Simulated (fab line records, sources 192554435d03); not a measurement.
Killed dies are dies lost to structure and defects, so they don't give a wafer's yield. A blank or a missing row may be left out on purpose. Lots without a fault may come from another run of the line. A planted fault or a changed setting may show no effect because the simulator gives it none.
fab line records | flow n5_finfet
record lots=4 wafers=12 last_day=17
route steps=1938 shown BEOL_M4@1032 PASSIVATION@1936
lots that met no fault: from a run of the same line without faults
start_h: hours from the record's first day to the start of the lot's first wafer shown | wait_h: hours since the lot's step before | " the same as in the row above | L1.1+2: a row that stands for several wafers | - no value, or no start given | * or withheld: withheld | < > ~ a bound
route shown NAME@n: a module of which the file shows steps, and the number in the route of the first | usual: mean/standard deviation of fault-free wafers | same: alike in all rows | chamber/n: place in a boat | sites: the reading at each site | _std_site: their standard deviation | _edge_site: outer sites' mean less inner sites' | radius_mm: how far each site lies from the wafer's centre | mask NAME#n: copy n | behind: the tool/chamber that last shaped the wafer | hold: why the lot was held/for how many hours/how that ended | device: the transistor (n, p or np) that didn't switch | end of line: the same wafers' tests at the end of the route | a step without rows: its recipe alone | killed: dies lost to structure and defects at the first sort, not the wafer's yield | map: a wafer's dies, x killed, . not, _ none there
set.NAME: the setting as run; set.NAME@STEP: as run at that earlier step | model.NAME: the simulator's own value behind a step, which no gauge read
lots at some steps of the route; a table a step, a row a wafer
services: from which hour (start_h, from the record's first day; less than 0 if before it) a tool's chamber was out of use, for how many hours, and why
## steps
# step N5_BEOL_M4_PEB_09
# recipe peb_temp_c=100 peb_time_s=60 resist=CAR-EUV
# step N5_BEOL_M4_DEVELOP_10
# recipe develop_time_s=30 developer=TMAH resist=CAR-EUV rinse_liquid=surfactant_rinse dry=air_spin dev_temp_c=23
# step N5_BEOL_M4_DESCUM_16
# recipe chemistry=O2 time_s=7 source_power_w=50 bias_power_w=20 pressure_mtorr=20 rf_frequency_hz=2.712e+07 temp_c=40 resist=CAR-EUV o2_flow_sccm=225
# step N5_BEOL_M4_ETCH_74
# recipe chemistry=N2/H2 target=underlayer target_depth_a=65 mask_material=CAR-EUV time_s=5.2 ion_energy_ev=200 pressure_mtorr=30 source_w=840 bias_w=150 n2_flow_sccm=200 h2_flow_sccm=200 ends=cleared
# step N5_BEOL_M4_ETCH_63
# recipe chemistry=CF4 target=SiARC target_depth_a=156 mask_material=CAR-EUV time_s=26 ion_energy_ev=80 pressure_mtorr=40 source_w=545 bias_w=36 Ar_flow_sccm=100 cf4_flow_sccm=100 ends=cleared
# step N5_BEOL_M4_ETCH_64
# recipe chemistry=N2/H2 target=SOC target_depth_a=750 overetch_a=225 mask_material=SiARC temp_c=40 time_s=121.9 ion_energy_ev=200 pressure_mtorr=30 source_w=840 bias_w=150 n2_flow_sccm=200 h2_flow_sccm=200
# step N5_BEOL_M4_STRIP_65
# recipe chemistry=N2/H2 temp_c=40 n2_flow_sccm=200 h2_flow_sccm=200 rf_frequency_hz=6e+07
# step N5_BEOL_M4_STRIP_75
# recipe chemistry=N2/H2 temp_c=40 n2_flow_sccm=200 h2_flow_sccm=200 rf_frequency_hz=6e+07
# step N5_BEOL_M4_STRIP_66
# recipe chemistry=CF4 resist=SiARC power_w=300 bias_power_w=75 pressure_mtorr=50 cf4_flow_sccm=150 rf_frequency_hz=6e+07
# step N5_BEOL_M4_HM_OPEN_17
# recipe chemistry=Cl2/BCl3 target_depth_a=200 overetch_a=60 target=TiN mask_material=SOC ion_energy_ev=150 pressure_mtorr=10 icp_w=1000 bias_w=126 Cl2_flow_sccm=53.25 bcl3_flow_sccm=21.75 Ar_flow_sccm=25
# usual bcl3_flow_sccm=21.75/0.068 chamber_pressure_mTorr=10.001/0.0091 drypump_motor_current_A=5.6/0.53 oes_product_au=0.62/0.085 throttle_valve_pct=22.2/0.31
# columns lot.wafer tool chamber start_h wait_h bcl3_flow_sccm chamber_pressure_mTorr drypump_motor_current_A oes_product_au rf_hours_counter_h throttle_valve_pct
L594.2 rie_metal-01 1 222.12 0.0 21.78 9.984 5.8 0.67 41 21.8
L594.3 " 0 " " 21.85 9.993 4.8 0.55 - 22.0
L594.6 " 0 " " 21.75 10.005 4.8 0.55 - 22.0
L601.1 rie_metal-01 1 249.35 0.0 21.79 9.996 5.8 0.67 43 21.8
L601.4 " 0 " " 21.83 10.000 4.8 0.55 - 22.0
L601.6 " 0 " " 21.84 10.009 4.8 0.56 - 22.0
L603.1 rie_metal-01 0 259.72 0.0 21.82 10.000 4.9 0.55 114 22.0
L603.3 " 1 " " 21.64 9.996 5.8 0.66 - 21.8
L603.4 " 0 " " 21.72 9.989 4.8 0.54 - 22.0
L609.2 rie_metal-03 1 305.17 0.0 21.72 9.998 5.4 0.72 22 22.2
L609.4 " 1 " " 21.69 9.991 5.4 0.72 - 22.2
L609.5 " 0 " " 21.75 9.986 5.9 0.55 - 22.8
# step N5_BEOL_M4_STRIP_19
# recipe chemistry=O2 power_w=400 temp_c=40 pressure_mtorr=30 rf_frequency_hz=6e+07 bias_power_w=0 overash_fraction=0.2 o2_flow_sccm=225
# step N5_BEOL_M4_COAT_67
# recipe resist=SOC temp_c=250 time_s=60 spin_rpm=1500 resist_thk_nm=60
# step N5_BEOL_M4_COAT_68
# recipe resist=SiARC temp_c=220 time_s=60 spin_rpm=1500 resist_thk_nm=12
# step N5_BEOL_M4_COAT_76
# recipe resist=underlayer temp_c=205 time_s=60 spin_rpm=1500 resist_thk_nm=5
# step N5_BEOL_M4_COAT_22
# recipe resist=CAR-EUV spin_rpm=1500 resist_thk_nm=30
# step N5_BEOL_M4_EBR_24
# recipe solvent=PGMEA ebr_width_mm=1.5
# step N5_BEOL_M4_SOFTBAKE_23
# recipe temp_c=110 time_s=60 resist=CAR-EUV
# step N5_BEOL_M4_EXPOSE_25
# recipe mask_id=V3 na=0.33 source_shape=quasar sigma_inner=0.2 sigma_outer=0.8 polarization=unpolarized defocus_nm=5 dose_mj=63
# step N5_BEOL_M4_PEB_26
# recipe peb_temp_c=100 peb_time_s=60 resist=CAR-EUV
# step N5_BEOL_M4_DEVELOP_27
# recipe develop_time_s=30 developer=TMAH resist=CAR-EUV rinse_liquid=surfactant_rinse dry=air_spin dev_temp_c=23
# step N5_BEOL_M4_INSPECT_30
# recipe mode=adi inspect_instrument=brightfield
# usual raw_defect_count=393/93
# columns lot.wafer tool chamber start_h wait_h raw_defect_count
L594.2 defect_inspect-02 - 222.82 0.0 443
L594.3 " - " " 304
L594.6 " - " " 448
L601.1 defect_inspect-01 - 250.03 0.1 311
L601.4 " - " " 929
L601.6 " - " " 1048
L603.1 defect_inspect-02 - 260.31 0.1 900
L603.3 " - " " 293
L603.4 " - " " 989
L609.2 defect_inspect-01 - 305.88 0.0 424
L609.4 " - " " 483
L609.5 " - " " 397
# step N5_BEOL_M4_DESCUM_33
# recipe chemistry=O2 time_s=7 source_power_w=50 bias_power_w=20 pressure_mtorr=20 rf_frequency_hz=2.712e+07 temp_c=40 resist=CAR-EUV o2_flow_sccm=225
# step N5_BEOL_M4_RC_MEAS_101
# usual DIBL_N=37.5/2.5 DIBL_P=38/3.1 IOFF_N=0.19/0.059 IOFF_P=0.24/0.061 ION_N=679/16 ION_P=465/9.8 SS_N=72.0/0.8 SS_P=73.7/0.86 VT_N=248/4.5 VT_P=-249/3.5
# columns lot.wafer tool chamber start_h wait_h DIBL_N[mV/V] DIBL_P[mV/V] IOFF_N[nA/um] IOFF_P[nA/um] ION_N[uA/um] ION_P[uA/um] SS_N[mV/dec] SS_P[mV/dec] VT_N[mV] VT_P[mV]
L594.2 prober-01 0 237.33 0.3 40.9 42 0.24 0.29 709 475 72.3 74.6 245 -246
L594.3 " 0 " " 38.2 40 0.16 0.25 674 468 71.6 74.8 251 -248
L594.6 " 0 " " 38.0 39 0.17 0.25 687 469 71.9 73.7 250 -245
L601.1 prober-01 0 258.07 0.0 35.2 38 0.15 0.23 654 453 71.0 72.2 251 -247
L601.4 " 0 " " 35.1 36 0.16 0.20 672 458 71.7 73.9 248 -250
L601.6 " 0 " " 37.7 40 0.23 0.27 679 459 72.7 74.4 244 -248
L603.1 prober-01 0 283.37 0.0 35.7 35 0.14 0.17 655 441 72.7 73.5 254 -254
L603.3 " 0 " " 36.3 34 0.14 0.16 665 445 72.0 72.8 254 -256
L603.4 " 0 " " 38.9 38 0.21 0.23 677 451 72.5 74.4 247 -253
L609.2 prober-02 0 317.28 0.2 30.9 31 0.10 0.14 652 455 71.1 71.5 255 -251
L609.4 " 0 " " 37.6 40 0.22 0.30 704 479 72.7 73.4 244 -245
L609.5 " 0 " " 32.4 35 0.13 0.20 667 470 71.5 73.3 251 -252
# step N5_PASSIVATION_PROBE_49
# usual defect_limited_yield=91.0/1.4 killed_at_M0_to_M3=35/10 killed_at_M4_up=14/5.5 killed_at_contacts=13/5.6 killed_at_front_end=41/11 killed_at_other=4/3.4 killed_dies=106/16 killed_on_rim=13/4 killed_open=68/12 killed_short=35/7.3 sort_bin_5_function=5.3/0.89 sort_bin_6_memory=3.4/0.67 sort_bin_8_speed=0.01/0.11 sort_n_pass=1070/28 sort_yield_pct=90.7/2.4
# same gross_dies=1180 killed_at_back_side=0 sort_bin_4_leakage[%]=0
# columns lot.wafer tool chamber start_h wait_h defect_limited_yield[%] killed_at_M0_to_M3 killed_at_M4_up killed_at_contacts killed_at_front_end killed_at_other killed_dies killed_on_rim killed_open killed_short sort_bin_5_function[%] sort_bin_6_memory[%] sort_bin_8_speed[%] sort_n_pass sort_yield_pct[%]
L594.2 prober-02 - 350.57 0.1 92.5 34 11 12 32 0 89 14 57 32 4.8 2.2 0 1091 92.5
L594.3 prober-02 - 350.62 0.1 89.3 42 15 4 60 5 126 13 78 46 6.0 3.7 0 1054 89.3
L594.6 prober-02 - 350.77 0.3 88.6 58 24 11 33 9 135 16 90 41 6.4 4.7 0 1045 88.6
L601.1 prober-01 - 374.50 0.0 90.7 34 10 22 36 8 110 11 64 43 4.9 3.9 0 1070 90.7
L601.4 prober-01 - 374.65 0.2 88.1 20 66 14 38 3 141 30 54 31 7.5 3.1 0 1039 88.1
L601.6 prober-01 - 374.75 0.3 85.8 43 71 20 30 4 168 27 77 32 8.4 4.2 0 1012 85.8
L603.1 prober-02 - 397.60 0.0 88.0 17 64 18 42 1 142 19 54 27 7.4 3.1 0.08 1037 87.9
L603.4 prober-02 - 397.75 0.2 87.3 28 72 12 38 0 150 28 60 33 7.2 3.7 0 1030 87.3
L609.2 prober-02 - 419.58 0.1 92.5 25 10 9 39 5 88 10 54 32 4.2 3.2 0 1092 92.5
L609.4 prober-02 - 419.68 0.2 90.8 43 6 12 41 6 108 15 60 46 5.4 3.5 0 1072 90.8
L609.5 prober-02 - 419.73 0.2 89.7 38 23 14 43 4 122 19 74 47 6.5 3.7 0 1058 89.7
# killed by level:class
L594.2 BEOL_M1:geometric_particle:open=10 BEOL_M0_SAQP:geometric_particle:short=10 MOL_CONTACT_COAG:geometric_particle:open=9 FIN_SAQP:geometric_particle:short=8 FIN_SAQP:geometric_particle:open=7 STI_FIN_REVEAL:geometric_particle:open=6 BEOL_M0_SAQP:geometric_particle:open=6 BEOL_M2:geometric_particle:open=5
L594.3 STI_FIN_REVEAL:geometric_particle:open=13 BEOL_M1:geometric_particle:open=12 FIN_SAQP:geometric_particle:open=11 FIN_SAQP:geometric_particle:short=11 BEOL_M0_SAQP:geometric_particle:short=10 DUMMY_GATE:geometric_particle:open=6 BEOL_M0_SAQP:geometric_particle:open=6 BEOL_M2:geometric_particle:open=6
L594.6 BEOL_M1:geometric_particle:open=21 MOL_CONTACT_COAG:geometric_particle:open=10 BEOL_M0_SAQP:geometric_particle:open=10 BEOL_M0_SAQP:geometric_particle:short=9 FIN_SAQP:geometric_particle:short=8 BEOL_M1:geometric_particle:short=8 BEOL_M5:geometric_particle:open=7 BEOL_M4:geometric_particle:open=6
L601.1 MOL_CONTACT_COAG:geometric_particle:open=17 STI_FIN_REVEAL:geometric_particle:open=8 BEOL_M3:geometric_particle:open=8 BEOL_M0_SAQP:geometric_particle:open=8 BEOL_M0_SAQP:geometric_particle:short=8 GATE_CUT:geometric_particle:short=6 STARTING-WAFER:geometric_particle:short=6 MOL_CONTACT_COAG:geometric_particle:short=5
L601.4 BEOL_M4:unspecified=54 FIN_SAQP:geometric_particle:short=9 FIN_SAQP:geometric_particle:open=7 MOL_CONTACT_COAG:geometric_particle:open=7 STI_FIN_REVEAL:geometric_particle:open=7 MOL_CONTACT_COAG:geometric_particle:short=6 BEOL_M3:geometric_particle:open=6 BEOL_M0_SAQP:geometric_particle:short=5
L601.6 BEOL_M4:unspecified=55 MOL_CONTACT_COAG:geometric_particle:open=16 BEOL_M1:geometric_particle:open=10 BEOL_M0_SAQP:geometric_particle:short=9 BEOL_M0_SAQP:geometric_particle:open=8 FIN_SAQP:geometric_particle:open=7 BEOL_M4:geometric_particle:open=7 FIN_SAQP:geometric_particle:short=6
L603.1 BEOL_M4:unspecified=58 MOL_CONTACT_COAG:geometric_particle:open=13 FIN_SAQP:geometric_particle:open=8 STI_FIN_REVEAL:geometric_particle:open=7 DUMMY_GATE:geometric_particle:open=6 FIN_SAQP:geometric_particle:short=5 GATE_CUT:geometric_particle:short=5 BEOL_M0_SAQP:geometric_particle:short=5
L603.4 BEOL_M4:unspecified=57 BEOL_M0_SAQP:geometric_particle:open=9 BEOL_M0_SAQP:geometric_particle:short=8 GATE_CUT:geometric_particle:short=7 MOL_CONTACT_COAG:geometric_particle:open=7 FIN_SAQP:geometric_particle:open=6 STI_FIN_REVEAL:geometric_particle:open=6 BEOL_M4:geometric_particle:open=6
L609.2 FIN_SAQP:geometric_particle:short=14 BEOL_M1:geometric_particle:open=12 MOL_CONTACT_COAG:geometric_particle:open=8 FIN_SAQP:geometric_particle:open=5 STI_FIN_REVEAL:geometric_particle:open=4 BEOL_M0_SAQP:geometric_particle:short=4 BEOL_M2:geometric_particle:open=4 DUMMY_GATE:geometric_particle:open=3
L609.4 BEOL_M0_SAQP:geometric_particle:open=11 BEOL_M1:geometric_particle:open=9 FIN_SAQP:geometric_particle:short=8 STI_FIN_REVEAL:geometric_particle:open=8 MOL_CONTACT_COAG:geometric_particle:open=8 BEOL_M0_SAQP:geometric_particle:short=8 DUMMY_GATE:geometric_particle:open=5 BEOL_M3:geometric_particle:open=5
L609.5 BEOL_M4:geometric_particle:open=13 FIN_SAQP:geometric_particle:short=12 DUMMY_GATE:geometric_particle:open=11 MOL_CONTACT_COAG:geometric_particle:open=8 BEOL_M0_SAQP:geometric_particle:open=7 BEOL_M1:geometric_particle:open=7 STI_FIN_REVEAL:geometric_particle:open=6 MOL_CONTACT_COAG:geometric_particle:short=6
# map L601.6 (x killed, . not)
_________________x.......x...________________
______________.................._____________
___________........................__________
__________.xx......................._________
________............xx..x............._______
_______........x...............x.......______
______........x...x.....x..............._____
_____....................................____
____...x..x.....x..xx...........x.........___
___.....x..x......x..........x.............__
___............x.....x.x..xx.....x.........__
__.............xx..........x.........x......_
__......x..xx..............x................_
_x..............x.......x...........x.x......
_...x.......x................................
_.x....................x..x.............xx..x
_........................x...x...........x.x.
_x............................x....x...x.xxxx
_.....x................x...............xxxxxx
_.............x..........x.x............xxxxx
_......x......x.x.............x.......xxxxxxx
__..............x..x..x..x.......xx...xxxxxx_
__..x.....x...........x.......x......xxxxxxx_
___........x.......x...x..............xxxxx__
___..x.....x.......x.x.....x...x.....xxxxxx__
____...........xx......xx.......x......xxx___
_____..............x......x...x...x.x.xxx____
______......x.....x.........x.x......x.._____
_______......................x...x.....______
________....x..............x.........._______
__________.....x.x...........x......_________
___________..x........x........x...__________
______________...xx.x..........x_____________
_________________...x.x......________________
# map L603.4 (x killed, . not)
_________________..xxx.......________________
______________.x................_____________
___________..x..........x..xx......__________
__________.......x.................._________
________.x..............x...x........._______
_______......x.........x...............______
______..............x....x......x......._____
_____........x..................x........____
____....................x.................___
___......x...............x................x__
___.x...............x.....................x__
__....x..........xx........................._
__.......x..x..................x.....x......_
_.......x...x................................
_....................x.........x....x........
_.........x.........x..........x...x..x.xx...
_...........x.........x..x...........x.x.x...
_........x.x..xx..........................xxx
_..x......x.x....................x......xxxxx
_..x......x.....x.......................xxxxx
_....x......x............x...........xxxxxxxx
__..................................xxxxxxxx_
__.....................x.....xx.....x.xxxxxx_
___.........................x.......xxxxxxx__
___..................................xxxxxx__
____...............x...x.xx....x...x.xxxxx___
_____.x.x..x.x........x...............xxx____
______..................x.............x._____
_______....x......................x....______
________.x..x.............x.x........._______
__________.........x........x......._________
___________........................__________
______________.......x.........._____________
_________________.......x...x________________
## services
# columns tool chamber start_h hours kind
rie_metal-01 1 235.56 4.2 repair
## key
first_sign step=N5_BEOL_M4_INSPECT_30 reading=raw_defect_count direction=up sigmas=6.2 usual=393 struck=966
effect step=N5_PASSIVATION_PROBE_49 reading=killed_at_M4_up direction=up sigmas=9.9 usual=14 struck=68
more_kills_born_at N5_BEOL_M4_HM_OPEN_17@rie_metal-01=224
met_at N5_BEOL_M4_HM_OPEN_17
struck_wafers L601.4,L601.6,L603.1,L603.4
onset_between 222.12 249.35
fault kind=chamber_particle_source tool=rie_metal-01 chamber=0 onset_h=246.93 steps=N5_BEOL_M4_HM_OPEN_17 rate_per_visit_cm2=0.96287 end_h=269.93
